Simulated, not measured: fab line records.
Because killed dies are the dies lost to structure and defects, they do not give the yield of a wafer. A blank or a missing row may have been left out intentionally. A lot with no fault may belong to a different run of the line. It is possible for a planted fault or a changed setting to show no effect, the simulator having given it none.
Matching of chambers -- flow n5_finfet -- rie_diel-04 running N5_BEOL_M11_DESCUM_33: 4 sister chambers
The step chemistry O2, time 7.9 s. 4 wafers are shown with their chamber, then 9 later ones without.

WAFERS WITH THEIR CHAMBER
wafer,chamber,drypump_motor_current_A (A)
L090.2,3,5.3
L090.6,2,6.4
L087.1,1,6.3
L087.5,0,6.0

WAFERS WHOSE CHAMBER IS MISSING
wafer,drypump_motor_current_A (A)
L089.1,6.1
L089.3,6.3
L089.5,6.1
L092.4,6.3
L092.5,5.3
L092.6,6.1
L094.2,6.3
L094.4,5.3
L094.6,6.3

WHICH CHAMBER EACH ONE RAN IN
wafer,from the rows above,in truth
L089.1,can't be placed: 0 or 1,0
L089.3,can't be placed: 1 or 2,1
L089.5,can't be placed: 0 or 1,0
L092.4,can't be placed: 1 or 2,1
L092.5,3,3
L092.6,can't be placed: 0 or 1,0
L094.2,can't be placed: 1 or 2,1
L094.4,3,3
L094.6,can't be placed: 1 or 2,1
2 of 9 placed correctly. These rows do not allow placing 7 (true chamber among the candidates in 7). Number placed wrongly: 0.
How it was worked out, from the rows above alone: a wafer's distance from a chamber is the root of the sum, over the readings, of the square of ((its reading less the chamber's mean) divided by the reading's scatter). The wafer belongs to the nearest chamber; if the next one is less than 2 further off, it can't be placed. Each chamber's mean is taken over the wafers shown for it. The scatter: with one shown wafer a chamber, the root of the mean of the squares of how far each hidden wafer lies from its nearest shown one.
